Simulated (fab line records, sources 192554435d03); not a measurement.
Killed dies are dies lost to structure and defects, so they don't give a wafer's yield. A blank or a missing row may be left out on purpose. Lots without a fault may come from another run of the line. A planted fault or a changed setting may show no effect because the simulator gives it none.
One fault seen from 2 desks | flow n5_finfet | each desk has only its own numbers; what lay behind them comes last

THE TOOL OWNER'S DESK: ald_sin-03
The tool's own readings at N5_BEOL_M2_ALD_98 (deposits SiO2, target thk 2.5 nm, pulse time 1 s, co reactant pulse time 1 s): means of the sampled wafers that have a number, for each lot that ran on this tool. A lot is out of limits, marked OUT, if its mean lies more than 4 standard deviations from the usual mean; the brackets give that distance.
Columns: A = chamber_pressure_Torr at N5_BEOL_M2_ALD_98, usual 2.000 Torr; B = heater_power_outer_w at N5_BEOL_M2_ALD_98, usual 41 W; C = heater_power_w at N5_BEOL_M2_ALD_98, usual 78 W; D = precursor_pulse_height_rel at N5_BEOL_M2_ALD_98, usual 1.000
lot  | first seen here | A     | B  | C  | D
L764 | day 8 17:00     | 1.999 | 40 | 81 | 0.999
L775 | day 12 01:53    | 1.996 | 39 | 74 | 1.008
L776 | day 12 01:59    | 2.004 | 41 | 81 | 0.991
L777 | day 12 02:22    | 2.005 | 40 | 79 | 1.007
This desk's finding: nothing out of limits on any of the 4 lots.

THE METROLOGY DESK
What the gauges read, lot by lot, whatever tool the lot ran on: means of the sampled wafers that have a number. A lot is out of limits, marked OUT, if its mean lies more than 4 standard deviations from the usual mean; the brackets give that distance. Of its 10 readings 7 are shown: those that lie furthest out on some lot.
Columns: A = DIBL_N at N5_BEOL_M4_RC_MEAS_101, usual 36.0 mV/V; B = DIBL_P at N5_BEOL_M4_RC_MEAS_101, usual 36.1 mV/V; C = IOFF_N at N5_BEOL_M4_RC_MEAS_101, usual 0.160 nA/um; D = IOFF_P at N5_BEOL_M4_RC_MEAS_101, usual 0.21 nA/um; E = ION_P at N5_BEOL_M4_RC_MEAS_101, usual 464 uA/um; F = VT_N at N5_BEOL_M4_RC_MEAS_101, usual 250 mV; G = VT_P at N5_BEOL_M4_RC_MEAS_101, usual -249 mV
lot  | first seen here | A    | B    | C     | D    | E   | F   | G
L758 | day 8 18:49     | 34.8 | 34.8 | 0.127 | 0.16 | 452 | 254 | -258
L764 | day 10 04:10    | 37.3 | 37.0 | 0.176 | 0.23 | 468 | 246 | -250
L769 | day 11 04:11    | 34.8 | 33.9 | 0.135 | 0.20 | 463 | 251 | -250
L770 | day 12 01:01    | 36.7 | 36.0 | 0.160 | 0.18 | 456 | 250 | -252
L776 | day 13 06:37    | 33.4 | 35.1 | 0.136 | 0.21 | 467 | 253 | -248
L775 | day 13 13:07    | 36.9 | 36.9 | 0.172 | 0.23 | 474 | 249 | -249
L778 | day 13 14:01    | 37.7 | 39.4 | 0.202 | 0.29 | 470 | 245 | -243
L777 | day 13 15:26    | 35.6 | 35.5 | 0.149 | 0.22 | 462 | 251 | -248
This desk's finding: nothing out of limits on any of the 8 lots.

PUT TOGETHER
The tool owner's desk saw nothing out of limits.
The metrology desk saw nothing out of limits.

WHAT THE SIMULATOR HAD PUT IN
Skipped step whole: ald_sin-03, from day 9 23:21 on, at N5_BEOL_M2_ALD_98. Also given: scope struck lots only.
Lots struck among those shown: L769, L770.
